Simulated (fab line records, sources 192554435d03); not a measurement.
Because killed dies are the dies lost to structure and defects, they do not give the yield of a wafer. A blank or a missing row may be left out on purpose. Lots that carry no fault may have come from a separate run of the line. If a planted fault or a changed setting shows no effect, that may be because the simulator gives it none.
Matching of chambers / flow n5 finfet / cvd co-01 running N5_BEOL_M1_PRE_CLEAN_60: 3 sister chambers
The step time 15 s. 14 wafers are shown with their chamber, then 6 later ones without.

## WAFERS, EACH WITH ITS CHAMBER
wafer=L100.1; chamber=1; heater power w (W)=70
wafer=L100.4; chamber=2; heater power w (W)=100
wafer=L102.3; chamber=0; heater power w (W)=104
wafer=L102.5; chamber=1; heater power w (W)=69
wafer=L102.6; chamber=2; heater power w (W)=101
wafer=L106.2; chamber=2; heater power w (W)=105
wafer=L106.3; chamber=1; heater power w (W)=67
wafer=L106.5; chamber=2; heater power w (W)=104
wafer=L109.2; chamber=2; heater power w (W)=100
wafer=L109.3; chamber=0; heater power w (W)=103
wafer=L109.5; chamber=0; heater power w (W)=105
wafer=L113.1; chamber=2; heater power w (W)=100
wafer=L113.2; chamber=1; heater power w (W)=68
wafer=L113.6; chamber=1; heater power w (W)=70

SIGNATURES, as means of the wafers listed above
reading=heater power w; chamber 0=104.00; chamber 1=68.80; chamber 2=101.67; scatter within a chamber=1.76
Rule: distance of a wafer from a chamber = root of the sum over the readings of ((wafer's reading minus chamber's mean) / reading's scatter) squared. If the next closest chamber is less than 2 further off than the closest, the wafer can't be placed; otherwise it belongs to the closest. How the scatter is found: for the shown wafers, subtract from each reading the mean of its chamber, square and add these, divide the total by (wafers less chambers), then take the root.

## WAFERS WITHOUT THEIR CHAMBER
wafer=L116.1; heater power w (W)=100
wafer=L116.2; heater power w (W)=106
wafer=L116.4; heater power w (W)=100
wafer=L115.2; heater power w (W)=103
wafer=L115.3; heater power w (W)=70
wafer=L115.6; heater power w (W)=100

## EACH ONE'S CHAMBER
wafer=L116.1; from the rows above=can't be placed: 2 or 0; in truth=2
wafer=L116.2; from the rows above=can't be placed: 0 or 2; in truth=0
wafer=L116.4; from the rows above=can't be placed: 2 or 0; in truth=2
wafer=L115.2; from the rows above=can't be placed: 0 or 2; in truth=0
wafer=L115.3; from the rows above=1; in truth=1
wafer=L115.6; from the rows above=can't be placed: 2 or 0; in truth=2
1 of 6 placed correctly. Not placeable from these rows: 5 (in 5, the candidates include the true chamber). Placed wrongly: 0.
